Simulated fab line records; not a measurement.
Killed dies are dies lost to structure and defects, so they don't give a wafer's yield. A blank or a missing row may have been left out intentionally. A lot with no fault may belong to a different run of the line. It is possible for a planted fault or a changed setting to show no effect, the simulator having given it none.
fab line records -- flow n5Finfet
[record] lots = 10, wafers = 26, lastDay = 19
route steps=1938 shown BEOL_M0_SAQP@691 BEOL_M0_CUTY@710 BEOL_M0@722 BEOL_M4@1111 PASSIVATION@1936
lots with no fault: from the same line, run without faults
startH: hours from the record's opening day to when the first of the lot's shown wafers began -- waitH: hours elapsed since this lot's preceding step -- " the same as in the row above -- L1.1+2: a single row standing in for several wafers -- - no value, or no start was given -- * or withheld: withheld -- < > ~ a bound
route shown NAME@n: NAME is a module with steps in the file, n the number in the route of the first one -- usual: mean/standard deviation of fault-free wafers -- same: alike in all rows -- chamber/n: place in a boat -- sites: per-site readings -- _std_site: how widely they spread, as a standard deviation -- _edge_site: inner sites' mean taken away from outer sites' mean -- radiusMm: how far each site lies from the wafer's centre -- mask NAME#n: copy n -- behind: the most recent tool/chamber to have shaped the wafer -- hold: what put the lot on hold/how long, in hours/how the hold closed -- device: transistor that didn't switch, given as n, p or np -- end of line: the same wafers' tests at the end of the route -- for a step that has no rows: nothing shown but its recipe -- killed: not the wafer's yield, but the dies lost to structure and defects at the first sort -- map: a wafer's dies, x killed, . not, _ none there
set.NAME: the setting as run; set.NAME@STEP: as run at that earlier step -- model.NAME: the simulator's own value behind a step, which no gauge read
the route's steps for a sample of lots (tables are steps, rows are wafers)
services: a tool's chamber out of use, with start hour (startH, from the record's first day; less than 0 if before it), hours out, and reason
[[steps]]
[step N5_BEOL_M0_SAQP_INSPECT_42]
[recipe] mode = adi, inspectInstrument = brightfield
[usual] rawDefectCount = 314/99
lot.wafer,tool,chamber,startH,waitH,rawDefectCount
L845.3,defectInspect-02,-,115.46,0.0,260
L845.4,defectInspect-02,-,115.46,0.0,269
L846.1,defectInspect-01,-,136.17,0.1,451
L846.5,defectInspect-01,-,136.17,0.1,401
L846.6,defectInspect-01,-,136.17,0.1,388
L847.1,defectInspect-01,-,140.16,0.1,191
L847.5,defectInspect-01,-,140.16,0.1,149
L852.2,defectInspect-01,-,162.65,0.0,256
L852.5,defectInspect-01,-,162.65,0.0,340
L853.1,defectInspect-01,-,166.35,0.1,315
L853.2,defectInspect-01,-,166.35,0.1,255
L853.5,defectInspect-01,-,166.35,0.1,492
L855.3,defectInspect-02,-,182.61,0.0,218
L855.5,defectInspect-02,-,182.61,0.0,409
L855.6,defectInspect-02,-,182.61,0.0,177
L857.4,defectInspect-01,-,191.00,0.0,279
L857.5,defectInspect-01,-,191.00,0.0,350
L857.6,defectInspect-01,-,191.00,0.0,311
L864.1,defectInspect-01,-,236.37,0.1,224
L864.2,defectInspect-01,-,236.37,0.1,330
L864.5,defectInspect-01,-,236.37,0.1,265
L866.3,defectInspect-01,-,247.66,0.0,332
L866.5,defectInspect-01,-,247.66,0.0,284
L866.6,defectInspect-01,-,247.66,0.0,209
L867.1,defectInspect-02,-,250.29,0.1,407
L867.4,defectInspect-02,-,250.29,0.1,554
[step N5_BEOL_M0_SAQP_CUT_ETCH_46]
[recipe] chemistry = N2/H2, target = SOC, targetDepthA = 1350, overetchA = 270, tempC = 40, timeS = 202.5, ionEnergyEv = 200, maskMaterial = SiARC, pressureMtorr = 30, sourceW = 840, biasW = 150, n2FlowSccm = 200, h2FlowSccm = 200
[usual] drypumpMotorCurrentA = 5.75/0.29, rfVppV = 523.5/2.5, showerheadPlenumPTorr = 2.52/0.086, throttleValvePct = 17.79/0.27
lot.wafer,tool,chamber,startH,waitH,drypumpMotorCurrentA,rfHoursCounterH,rfVppV,showerheadPlenumPTorr,throttleValvePct
L845.3,rieDiel-05,2,115.62,0.0,5.65,213,523.3,2.51,18.15
L845.4,rieDiel-05,3,115.62,0.0,5.75,66,521.2,2.48,17.44
L846.1,rieDiel-01,1,136.28,0.0,6.15,52,524.4,2.60,17.87
L846.5,rieDiel-01,2,136.28,0.0,5.67,-,526.7,2.64,18.11
L846.6,rieDiel-01,3,136.28,0.0,5.85,-,526.9,2.57,17.56
L847.1,rieDiel-01,0,140.28,0.0,5.65,51,522.5,2.48,17.30
L847.5,rieDiel-01,0,140.28,0.0,5.65,-,521.0,2.48,17.28
L852.2,rieDiel-06,1,162.76,0.0,6.28,205,521.5,2.43,17.63
L852.5,rieDiel-06,2,162.76,0.0,6.02,-,521.4,2.47,18.14
L853.1,rieDiel-06,3,166.47,0.0,5.41,44,529.0,2.70,17.78
L853.2,rieDiel-06,1,166.47,0.0,6.31,206,520.6,2.43,17.61
L853.5,rieDiel-06,2,166.47,0.0,6.01,-,520.7,2.47,18.16
L855.3,rieDiel-05,0,182.79,0.0,5.79,185,523.5,2.51,17.79
L855.5,rieDiel-05,1,182.79,0.0,5.20,-,520.0,2.41,17.89
L855.6,rieDiel-05,0,182.79,0.0,5.83,-,522.4,2.51,17.82
L857.4,rieDiel-06,3,191.11,0.0,5.42,51,527.7,2.69,17.77
L857.5,rieDiel-06,3,191.11,0.0,5.43,-,527.1,2.69,17.80
L857.6,rieDiel-06,0,191.11,0.0,5.91,-,525.7,2.64,17.90
L864.1,rieDiel-05,2,236.49,0.0,5.64,247,521.7,2.50,18.22
L864.2,rieDiel-05,0,236.49,0.0,5.76,203,524.4,2.51,17.82
L864.5,rieDiel-05,2,236.49,0.0,5.66,-,524.1,2.50,18.20
L866.3,rieDiel-05,3,247.99,0.0,5.78,107,520.3,2.46,17.50
L866.5,rieDiel-05,1,247.99,0.0,5.20,-,518.5,2.40,17.92
L866.6,rieDiel-05,3,247.99,0.0,5.78,-,521.1,2.46,17.48
L867.1,rieDiel-06,2,250.40,0.0,6.01,142,520.7,2.46,18.17
L867.4,rieDiel-06,0,250.40,0.0,5.91,165,526.4,2.63,17.93
[step N5_BEOL_M0_SAQP_ALD_48]
[recipe] material = SiO2, targetThkA = 200, tempC = 100, aldPrecursorFamily = BDEAS, aldCoReactant = O2-plasma, pulseTimeS = 1, coReactantPulseTimeS = 1, purgeTimeS = 2, coReactantPurgeTimeS = 2, aldCycles = 139, pressureTorr = 2
[usual] heaterPowerW = 76/6.5, precursorPulseHeightRel = 1.001/0.018
lot.wafer,tool,chamber,startH,waitH,heaterPowerW,precursorPulseHeightRel
L845.3,aldSin-02,1,116.46,0.7,72,1.014
L845.4,aldSin-02,2,116.46,0.7,85,1.032
L846.1,aldSin-01,1,137.73,1.3,75,0.997
L846.5,aldSin-01,2,137.73,1.3,74,1.005
L846.6,aldSin-01,3,137.73,1.3,73,1.001
L847.1,aldSin-02,1,140.48,0.0,75,1.009
L847.5,aldSin-02,1,140.48,0.0,74,0.997
L852.2,aldSin-01,3,162.99,0.1,73,1.024
L852.5,aldSin-01,1,162.99,0.1,76,0.986
L853.1,aldSin-01,3,166.83,0.2,73,0.998
L853.2,aldSin-01,2,166.83,0.2,74,1.009
L853.5,aldSin-01,0,166.83,0.2,72,1.022
L855.3,aldSin-01,0,183.82,0.9,71,1.002
L855.5,aldSin-01,3,183.82,0.9,71,1.008
L855.6,aldSin-01,0,183.82,0.9,71,0.979
L857.4,aldSin-01,0,191.36,0.1,71,1.004
L857.5,aldSin-01,1,191.36,0.1,75,0.983
L857.6,aldSin-01,0,191.36,0.1,70,0.967
L864.1,aldSin-04,2,236.69,0.0,95,1.015
L864.2,aldSin-04,3,236.69,0.0,70,1.023
L864.5,aldSin-04,3,236.69,0.0,69,0.963
L866.3,aldSin-02,2,248.20,0.0,73,1.018
L866.5,aldSin-02,1,248.20,0.0,75,1.019
L866.6,aldSin-02,2,248.20,0.0,74,0.989
L867.1,aldSin-04,0,250.61,0.0,64,0.982
L867.4,aldSin-04,3,250.61,0.0,70,1.006
[step N5_BEOL_M0_CUTY_INSPECT_59]
[recipe] mode = adi, inspectInstrument = macro
[usual] rawDefectCount = 2.1/1.5
lot.wafer,tool,chamber,startH,waitH,rawDefectCount
L845.3,defectInspect-02,-,117.41,0.0,4
L845.4,defectInspect-02,-,117.41,0.0,0
L846.1,defectInspect-01,-,138.81,0.0,0
L846.5,defectInspect-01,-,138.81,0.0,2
L846.6,defectInspect-01,-,138.81,0.0,4
L847.1,defectInspect-01,-,141.55,0.0,3
L847.5,defectInspect-01,-,141.55,0.0,2
L852.2,defectInspect-01,-,164.40,0.0,1
L852.5,defectInspect-01,-,164.40,0.0,6
L853.1,defectInspect-02,-,167.91,0.0,>300
L853.2,defectInspect-02,-,167.91,0.0,>300
L853.5,defectInspect-02,-,167.91,0.0,>300
L855.3,defectInspect-02,-,184.89,0.0,>300
L855.5,defectInspect-02,-,184.89,0.0,293
L855.6,defectInspect-02,-,184.89,0.0,>300
L857.4,defectInspect-02,-,192.43,0.0,>300
L857.5,defectInspect-02,-,192.43,0.0,>300
L857.6,defectInspect-02,-,192.43,0.0,>300
L864.1,defectInspect-02,-,237.64,0.0,1
L864.2,defectInspect-02,-,237.64,0.0,2
L864.5,defectInspect-02,-,237.64,0.0,1
L866.3,defectInspect-02,-,249.14,0.0,4
L866.5,defectInspect-02,-,249.14,0.0,3
L866.6,defectInspect-02,-,249.14,0.0,4
L867.1,defectInspect-02,-,251.68,0.0,3
L867.4,defectInspect-02,-,251.68,0.0,1
[step N5_BEOL_M0_STRIP_142]
[recipe] chemistry = N2/H2, timeS = 10, powerW = 450, tempC = 40, pressureMtorr = 20, rfFrequencyHz = 6e+07, biasPowerW = 7, n2FlowSccm = 200, h2FlowSccm = 200
[usual] drypumpMotorCurrentA = 5.7/0.42, oesProductAu = 0.80/0.1, rfVppV = 59.4/0.83, showerheadPlenumPTorr = 2.57/0.086, throttleValvePct = 23.54/0.26
lot.wafer,tool,chamber,startH,waitH,drypumpMotorCurrentA,oesProductAu,rfHoursCounterH,rfVppV,showerheadPlenumPTorr,throttleValvePct
L845.3,rieDiel-02,0,120.54,0.0,6.3,0.84,57,58.9,2.55,23.38
L845.4,rieDiel-02,2,120.54,0.0,5.2,0.79,99,59.0,2.65,23.41
L846.1,rieDiel-04,3,142.35,0.0,6.0,0.98,3,58.1,2.62,23.60
L846.5,rieDiel-04,1,142.35,0.0,5.7,0.77,-,58.0,2.54,23.76
L846.6,rieDiel-04,3,142.35,0.0,6.0,0.98,-,59.0,2.62,23.61
L847.1,rieDiel-03,0,145.78,0.0,5.0,0.85,30,61.5,2.56,23.14
L847.5,rieDiel-03,2,145.78,0.0,5.3,0.74,-,59.0,2.41,23.61
L852.2,rieDiel-04,2,176.60,0.0,6.2,0.99,3,60.7,2.70,23.39
L852.5,rieDiel-04,1,176.60,0.0,5.7,0.76,-,59.4,2.54,23.79
L853.1,rieDiel-04,3,182.27,0.0,6.0,0.93,20,60.3,2.61,23.63
L853.2,rieDiel-04,1,182.27,0.0,5.7,0.77,180,59.3,2.54,23.80
L853.5,rieDiel-04,1,182.27,0.0,5.7,0.76,-,58.5,2.54,23.79
L855.3,rieDiel-03,1,189.18,0.0,5.8,0.67,225,59.6,2.50,23.35
L855.5,rieDiel-03,2,189.18,0.0,5.3,0.73,-,59.3,2.41,23.62
L855.6,rieDiel-03,3,189.18,0.0,4.9,0.95,-,59.3,2.70,23.31
L857.4,rieDiel-04,1,204.83,0.0,5.7,0.75,187,58.6,2.54,23.80
L857.5,rieDiel-04,1,204.83,0.0,5.7,0.76,-,58.7,2.54,23.80
L857.6,rieDiel-04,0,204.83,0.0,5.8,0.69,-,58.9,2.64,23.83
L864.1,rieDiel-02,3,238.38,0.0,5.7,0.90,29,57.7,2.45,22.96
L864.2,rieDiel-02,2,238.38,0.0,5.2,0.75,144,59.1,2.63,23.46
L864.5,rieDiel-02,0,238.38,0.0,6.3,0.79,-,59.2,2.53,23.45
L866.3,rieDiel-03,0,252.15,0.0,5.0,0.81,65,58.4,2.55,23.18
L866.5,rieDiel-03,2,252.15,0.0,5.2,0.71,-,59.8,2.40,23.65
L866.6,rieDiel-03,1,252.15,0.0,5.8,0.68,-,58.0,2.49,23.41
L867.1,rieDiel-04,3,252.59,0.0,6.0,0.88,43,57.7,2.60,23.65
L867.4,rieDiel-04,0,252.59,0.0,5.8,0.68,-,60.5,2.63,23.83
[step N5_BEOL_M4_RC_MEAS_101]
[usual] DIBL_N = 36.4/2.2, DIBL_P = 36.3/2.5, IOFF_N = 0.17/0.052, IOFF_P = 0.23/0.049, ION_N = 674/17, ION_P = 464/11, SS_N = 71.7/0.98, SS_P = 73.3/0.84, VT_N = 250/4, VT_P = -249/3.8
lot.wafer,tool,chamber,startH,waitH,DIBL_N[mV/V],DIBL_P[mV/V],IOFF_N[nA/um],IOFF_P[nA/um],ION_N[uA/um],ION_P[uA/um],SS_N[mV/dec],SS_P[mV/dec],VT_N[mV],VT_P[mV]
L845.3,prober-01,0,186.41,0.3,36.5,36.3,0.15,0.22,686,466,71.0,72.7,247,-249
L845.4,prober-01,0,186.41,0.3,34.8,33.8,0.11,0.18,627,440,71.2,73.0,259,-257
L847.1,prober-02,0,228.12,0.0,37.2,36.4,0.19,0.25,657,448,73.0,74.4,248,-247
L847.5,prober-02,0,228.12,0.0,38.7,39.8,0.22,0.33,654,455,72.3,75.3,247,-245
L846.1,prober-02,0,239.10,0.0,37.6,38.8,0.21,0.33,691,477,71.3,73.8,246,-242
L846.5,prober-02,0,239.10,0.0,36.1,35.6,0.16,0.25,686,481,71.6,73.1,251,-244
L846.6,prober-02,0,239.10,0.0,33.2,33.2,0.12,0.21,656,464,70.8,72.4,256,-247
L853.1,prober-01,0,242.72,0.0,41.1,40.1,0.28,0.34,689,468,73.3,74.4,242,-240
L853.2,prober-01,0,242.72,0.0,36.0,35.0,0.16,0.24,667,465,70.9,72.9,248,-247
L853.5,prober-01,0,242.72,0.0,35.1,33.7,0.13,0.20,650,453,71.6,72.8,251,-249
L852.2,prober-01,0,259.32,0.2,34.4,35.8,0.15,0.20,683,464,72.2,73.1,248,-250
L852.5,prober-01,0,259.32,0.2,34.4,36.2,0.14,0.22,651,454,71.8,73.4,253,-252
L855.3,prober-01,0,275.87,0.3,38.0,38.4,0.17,0.23,644,438,72.0,74.0,250,-252
L855.5,prober-01,0,275.87,0.3,33.3,34.2,0.11,0.17,671,460,70.8,72.1,256,-255
L855.6,prober-01,0,275.87,0.3,38.1,39.3,0.19,0.25,682,470,71.5,73.1,245,-251
L857.4,prober-02,0,284.88,0.5,37.1,35.3,0.16,0.20,704,471,71.8,72.6,245,-248
L857.5,prober-02,0,284.88,0.5,43.4,42.4,0.33,0.33,675,454,74.1,74.4,241,-248
L857.6,prober-02,0,284.88,0.5,36.0,35.2,0.15,0.19,685,472,71.4,72.4,251,-252
L864.1,prober-01,0,326.37,0.0,33.2,33.6,0.11,0.17,667,459,70.6,71.8,252,-249
L864.2,prober-01,0,326.37,0.0,37.1,37.4,0.18,0.23,695,472,72.1,72.9,244,-244
L864.5,prober-01,0,326.37,0.0,35.7,35.1,0.15,0.18,659,451,70.6,72.5,251,-252
L866.3,prober-01,0,348.84,0.3,35.3,35.1,0.15,0.21,679,470,71.6,73.5,252,-248
L866.5,prober-01,0,348.84,0.3,37.2,37.3,0.19,0.24,687,470,71.8,73.9,247,-249
L866.6,prober-01,0,348.84,0.3,32.0,30.7,0.11,0.16,676,470,69.8,72.2,255,-253
L867.1,prober-01,0,349.46,0.7,33.5,34.5,0.12,0.19,652,459,71.2,72.9,255,-249
L867.4,prober-01,0,349.46,0.7,34.1,34.9,0.14,0.20,674,470,70.4,71.8,248,-249
[step N5_PASSIVATION_PROBE_49]
[usual] defectLimitedYield = 91.2/1.4, killed_at_M0_to_M3 = 34/9.3, killed_at_M4_up = 14/5.9, killedAtContacts = 14/5.7, killedAtFrontEnd = 38/10, killedAtOther = 4/3.2, killedDies = 104/17, killedOnRim = 14/4, killedOpen = 67/13, killedShort = 33/6.9, sort_bin_5_function = 5.2/1, sort_bin_6_memory = 3.3/0.61, sort_bin_8_speed = 0.3/1.8, sortNPass = 1069/52
[same] grossDies = 1180, killedAtBackSide = 0, sort_bin_4_leakage[%] = 0
lot.wafer,tool,chamber,startH,waitH,defectLimitedYield[%],killed_at_M0_to_M3,killed_at_M4_up,killedAtContacts,killedAtFrontEnd,killedAtOther,killedDies,killedOnRim,killedOpen,killedShort,sort_bin_5_function[%],sort_bin_6_memory[%],sort_bin_8_speed[%],sortNPass
L853.1,prober-01,-,350.39,0.9,83.5,140,5,8,42,0,195,18,52,37,9.1,4.8,0.2,984
L853.2,prober-01,-,350.44,1.0,84.2,103,23,14,44,3,187,32,83,33,10.8,3.9,0,993
L853.5,prober-01,-,350.59,1.1,87.5,77,9,22,38,1,147,28,68,34,8.3,3.3,0,1033
L852.2,prober-01,-,372.00,0.1,91.4,35,8,5,50,4,102,12,65,34,4.7,3.7,0,1078
L852.5,prober-01,-,372.15,0.2,90.9,36,11,7,51,2,107,13,62,40,4.7,4.0,0,1073
L855.3,prober-02,-,385.23,0.1,86.8,65,13,33,43,2,156,37,70,23,8.9,3.5,0.3,1021
L855.5,prober-02,-,385.33,0.2,84.4,124,12,15,28,5,184,21,52,25,10.3,3.7,0,996
L855.6,prober-02,-,385.38,0.3,88.9,70,13,16,29,3,131,25,63,28,6.7,3.7,0,1049
L857.4,prober-02,-,398.76,0.2,89.8,59,12,20,24,5,120,29,41,23,6.3,2.8,0,1060
L857.5,prober-02,-,398.81,0.2,84.8,124,19,7,26,3,179,11,46,25,10.8,3.1,0,996
L857.6,prober-02,-,398.86,0.3,86.9,71,17,36,26,4,154,29,65,27,8.2,4.1,0,1026
// killed by level:class
L853.1 BEOL_M0_SAQP:unspecified=102 BEOL_M0_SAQP:geometricParticle:short=14 BEOL_M2:geometricParticle:open=11 STI_FIN_REVEAL:geometricParticle:open=9 BEOL_M0_SAQP:geometricParticle:open=9 FIN_SAQP:geometricParticle:short=7 MOL_CONTACT_COAG:geometricParticle:open=6 STARTING-WAFER:geometricParticle:short=5
L853.2 BEOL_M0_SAQP:unspecified=67 BEOL_M0_SAQP:geometricParticle:open=14 BEOL_M4:geometricParticle:open=14 MOL_CONTACT_COAG:geometricParticle:open=12 STI_FIN_REVEAL:geometricParticle:open=10 BEOL_M0_SAQP:geometricParticle:short=8 FIN_SAQP:geometricParticle:short=6 FIN_SAQP:geometricParticle:open=6
L853.5 BEOL_M0_SAQP:unspecified=41 MOL_CONTACT_COAG:geometricParticle:open=19 BEOL_M0_SAQP:geometricParticle:short=15 STI_FIN_REVEAL:geometricParticle:open=12 BEOL_M4:geometricParticle:open=9 BEOL_M0_SAQP:geometricParticle:open=7 FIN_SAQP:geometricParticle:short=6 STARTING-WAFER:geometricParticle:open=5
L852.2 FIN_SAQP:geometricParticle:open=18 BEOL_M2:geometricParticle:open=11 FIN_SAQP:geometricParticle:short=7 DUMMY_GATE:geometricParticle:open=7 BEOL_M0_SAQP:geometricParticle:open=5 BEOL_M1:geometricParticle:open=5 BEOL_M0_SAQP:geometricParticle:short=4 GATE_CUT:geometricParticle:short=4
L852.5 BEOL_M0_SAQP:geometricParticle:open=12 FIN_SAQP:geometricParticle:short=10 FIN_SAQP:geometricParticle:open=9 DUMMY_GATE:geometricParticle:open=8 BEOL_M3:geometricParticle:open=6 STI_FIN_REVEAL:geometricParticle:open=5 GATE_CUT:geometricParticle:short=5 MOL_CONTACT_COAG:geometricParticle:open=5
L855.3 BEOL_M0_SAQP:unspecified=43 MOL_CONTACT_COAG:geometricParticle:open=22 SDB:areaEtch=14 DUMMY_GATE:geometricParticle:open=6 MOL_CONTACT_COAG:geometricParticle:short=6 BEOL_M2:geometricParticle:open=6 FIN_SAQP:geometricParticle:open=5 MOL_CONTACT_COAG:areaEtch=5
L855.5 BEOL_M0_SAQP:unspecified=100 MOL_CONTACT_COAG:geometricParticle:open=14 STARTING-WAFER:geometricParticle:open=7 BEOL_M0_SAQP:geometricParticle:short=5 SDB:areaEtch=5 BEOL_M0_SAQP:geometricParticle:open=4 BEOL_M2:geometricParticle:open=4 BEOL_M3:geometricParticle:open=4
L855.6 BEOL_M0_SAQP:unspecified=35 MOL_CONTACT_COAG:geometricParticle:open=11 BEOL_M3:geometricParticle:open=9 BEOL_M0_SAQP:geometricParticle:short=8 BEOL_M2:geometricParticle:open=8 FIN_SAQP:geometricParticle:open=7 GATE_CUT:geometricParticle:open=5 MOL_CONTACT_COAG:geometricParticle:short=5
L857.4 BEOL_M0_SAQP:unspecified=40 MOL_CONTACT_COAG:areaEtch=12 BEOL_M4:geometricParticle:open=8 FIN_SAQP:geometricParticle:short=6 MOL_CONTACT_COAG:geometricParticle:open=6 BEOL_M3:geometricParticle:open=6 FIN_SAQP:geometricParticle:open=4 GATE_CUT:geometricParticle:short=4
L857.5 BEOL_M0_SAQP:unspecified=105 STI_FIN_REVEAL:geometricParticle:open=9 BEOL_M4:geometricParticle:open=7 FIN_SAQP:geometricParticle:short=5 MOL_CONTACT_COAG:geometricParticle:open=5 BEOL_M2:geometricParticle:open=4 BEOL_M0_SAQP:geometricParticle:short=3 BEOL_M3:geometricParticle:open=3
L857.6 BEOL_M0_SAQP:unspecified=41 MOL_CONTACT_COAG:areaEtch=21 MOL_CONTACT_COAG:geometricParticle:open=12 BEOL_M4:geometricParticle:open=8 BEOL_M3:geometricParticle:open=6 BEOL_M0_SAQP:geometricParticle:open=5 FIN_SAQP:geometricParticle:short=4 DUMMY_GATE:geometricParticle:open=4
[[services]]
tool,chamber,startH,hours,kind
rieDiel-04,0,98.94,4.2,repair
rieDiel-04,3,118.34,-,clean
rieDiel-04,3,118.34,-,consumableReplace:focusRing
rieDiel-04,3,118.34,17.5,scheduledDown
rieDiel-04,3,118.34,17.5,ventCycle
rieDiel-06,-,132.24,0.2,repair
rieDiel-01,2,137.63,13.2,repair
rieDiel-06,-,142.13,0.4,repair
rieDiel-01,3,145.39,3.7,repair
rieDiel-04,0,148.13,4.3,repair
rieDiel-05,3,162.96,6.1,repair
rieDiel-05,2,176.92,13.9,repair
aldSin-02,-,177.14,14.0,pm
rieDiel-06,0,177.68,4.9,repair
aldSin-04,-,178.49,0.7,repair
rieDiel-06,-,185.73,0.7,repair
rieDiel-01,3,191.61,6.5,repair
rieDiel-03,0,201.11,2.7,repair
aldSin-02,-,214.53,6.1,pm
rieDiel-01,1,226.27,14.9,repair
rieDiel-01,3,231.16,2.1,repair
aldSin-01,3,241.24,13.3,repair
rieDiel-01,1,243.55,4.0,repair
rieDiel-04,2,244.17,16.4,repair
[[key]]
[firstSign] step = N5_BEOL_M0_CUTY_INSPECT_59, reading = rawDefectCount, direction = up, sigmas = 99+, usual = 2.1, struck = >299.2
[effect] step = N5_PASSIVATION_PROBE_49, reading = killed_at_M0_to_M3, direction = up, sigmas = 6.3, usual = 34, struck = 93
[moreKillsBornAt] N5_BEOL_M0_SAQP_ALD_48@aldSin-01 = 574
metAt N5_BEOL_M0_SAQP_ALD_48
struckLots L853,L855,L857
[baselineLoss] step = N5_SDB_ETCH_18, wafers = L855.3
[baselineLoss] step = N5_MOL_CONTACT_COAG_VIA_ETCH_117, wafers = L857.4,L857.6
notActingAt N5_BEOL_M0_SAQP_INSPECT_42,N5_BEOL_M0_SAQP_CUT_ETCH_46,N5_BEOL_M0_STRIP_142
onsetBetween 162.99 166.83
[fault] kind = chamberParticleSource, tool = aldSin-01, chamber = -, onsetH = 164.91, steps = N5_BEOL_M0_SAQP_ALD_48, ratePerVisitCm2 = 0.49115, endH = 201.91
// baselineLoss: these wafers lose ten dies or more at that step, a loss of the line's own and not of a fault; the sort's usual values leave them out
